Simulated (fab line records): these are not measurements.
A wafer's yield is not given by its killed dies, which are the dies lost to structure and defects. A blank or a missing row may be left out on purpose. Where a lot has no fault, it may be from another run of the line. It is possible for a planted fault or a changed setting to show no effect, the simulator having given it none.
Comparing a struck lot with a sound one + flow n5 finfet + 21 steps out of a route of 1938
Sound: the wafers L667.1, L667.3, L667.6. Struck: wafers L677.1, L677.6. (L677.2 of the same lot was not struck and is left out.) The cause comes at the end.
At each step with rows: each side's tool, then ch and its chambers, then its first start. Under that, the readings that differ: sound wafers + struck wafers + difference of the means + sigmas: that difference in standard deviations of wafers without a fault.
alike: words and numbers the same on both sides, and readings whose means are apart by under 2 such deviations; not compared: readings that were withheld, readings missing a value for some wafer, numbers with overlapping values and no deviation given by the record, and bounds like >300 which may hide the same value.
Wherever a step has rows on one side only, a row that says differs or no value, or a row with sigmas, the two part there. Numbers that don't overlap but have no deviation are shown without sigmas and don't part them. A reading missing from all wafers of one side parts the sides only when that side holds two or more wafers.

N5_BEOL_M1_ANNEAL_89: time 240 s.
  sound on pvd sputter-03, day 8 14:29; struck on pvd sputter-02, day 11 04:53
  alike: heater power w, susceptor_temp_C_max
N5_BEOL_M1_SPUTTER_90: material Cu, target thk 4.5 nm, time 8.29 s.
  sound on pvd sputter-03, day 8 14:37; struck on pvd sputter-02, day 11 05:01
  alike: throttle valve pct
N5_BEOL_M1_ANNEAL_91: time 240 s.
  sound on pvd sputter-03, day 8 14:42; struck on pvd sputter-02, day 11 05:06
  alike: heater power w, susceptor_temp_C_max
then, 3 steps without rows for these wafers: N5_BEOL_M1_SPUTTER_92 (material Cu, target thk 4.5 nm, time 8.29 s); N5_BEOL_M1_ANNEAL_93 (time 240 s); N5_BEOL_M1_SPUTTER_94 (material Cu, target thk 4.5 nm, time 8.29 s).
N5_BEOL_M1_ANNEAL_95: time 240 s.
  sound on pvd sputter-03, day 8 15:08; struck on pvd sputter-02, day 11 05:32
  alike: heater power w, susceptor_temp_C_max
then, 2 steps without rows for these wafers: N5_BEOL_M1_SPUTTER_96 (material Cu, target thk 4.5 nm, time 8.29 s); N5_BEOL_M1_ECD_50 (material Cu, target thk 300 nm).
N5_BEOL_M1_ANNEAL_51: time 90 s.
  sound on rtp anneal-02 ch 0, day 8 15:29; struck on rtp anneal-02 ch 0, day 11 05:53
  alike: wafer_temp_C_max
then, 1 step without rows for these wafers: N5_BEOL_M1_CMP_52 (polishes, stops on SiOC, t overpolish 6.8 s, target thk 40 nm).
N5_BEOL_M1_THK_MEAS_53: measures by xrf.
  sound on film metro-02, day 8 16:05; struck on film metro-01, day 11 06:28
  alike: M1_THK
N5_BEOL_M1_PRE_CLEAN_60: time 15 s.
  sound on cvd co-02 ch 0,1,2, day 8 16:07; struck on cvd co-02 ch 2, day 11 06:31
  alike: heater power w
then, 3 steps without rows for these wafers: N5_BEOL_M1_CO_CAP_55 (material Co, precursor CCTBA/H2, target thk 2 nm, time 102.1 s); N5_BEOL_M1_PRE_CLEAN_56 (time 15 s); N5_BEOL_M1_DEP_57 (deposits SiCN from 3MS/NH3, target thk 8 nm, time 14 s).
N5_BEOL_M1_RS_MEAS_58: uses a four-point probe to measure.
  sound on film metro-01, day 8 16:20; struck on film metro-01, day 11 06:44
  alike: M1_RS
N5_BEOL_M1_INSPECT_59: inspects for defects (darkfield).
  sound on defect inspect-01, day 8 16:22; struck on defect inspect-02, day 11 06:46
| reading          | sound    | struck  | difference | sigmas |
|------------------|----------|---------|------------|--------|
| raw defect count | 53 45 87 | 365 412 | +327       | +14    |
then, 1 step without rows for these wafers: N5_BEOL_M2_ILD_DEP_00 (deposits SiOC from DEMS/O2, target thk 79 nm, time 15.3 s).
-- the record jumps here: 2 days lie between the struck wafers' starts before and after (it left off in module BEOL_M2 and takes up again in module BEOL_M4, whose first step shown is number 1111 of the route) --
N5_BEOL_M4_RC_MEAS_101:
  sound on prober-01 ch 0, day 11 00:26; struck on prober-02 ch 0, day 13 12:34
  alike: DIBL_N, DIBL_P, IOFF_N, IOFF_P, ION_N, ION_P, SS_N, SS_P, VT_N, VT_P
-- here the record skips 5 days between the struck wafers' starts before and after, leaving off in module BEOL_M4 and picking up in module PASSIVATION (first step shown: number 1936 of the route) --
N5_PASSIVATION_PROBE_49:
  sound on prober-02, day 15 04:43; struck on prober-01, day 18 14:40
| reading                  | sound          | struck    | difference | sigmas |
|--------------------------|----------------|-----------|------------|--------|
| defect limited yield (%) | 91.3 93.6 92.4 | 88.1 88.7 | -4.0       | -3     |
| killed_at_M0_to_M3       | 32 16 28       | 74 83     | +53        | +5     |
| killed dies              | 103 75 90      | 141 133   | +48        | +3     |
| sort_bin_5_function (%)  | 4.7 3.7 4.7    | 6.5 6.1   | +1.9       | +2     |
| sort n pass              | 1077 1105 1090 | 1039 1047 | -48        | -3     |
| sort yield pct (%)       | 91.3 93.6 92.4 | 88.1 88.7 | -4.0       | -3     |
  alike: killed_at_M4_up, killed at contacts, killed at front end, killed at other, killed open, killed short, sort_bin_6_memory

## WHERE THEY PART
Last at N5_PASSIVATION_PROBE_49 as far as this record goes, first at N5_BEOL_M1_INSPECT_59.

WHY: whatever the simulator had introduced
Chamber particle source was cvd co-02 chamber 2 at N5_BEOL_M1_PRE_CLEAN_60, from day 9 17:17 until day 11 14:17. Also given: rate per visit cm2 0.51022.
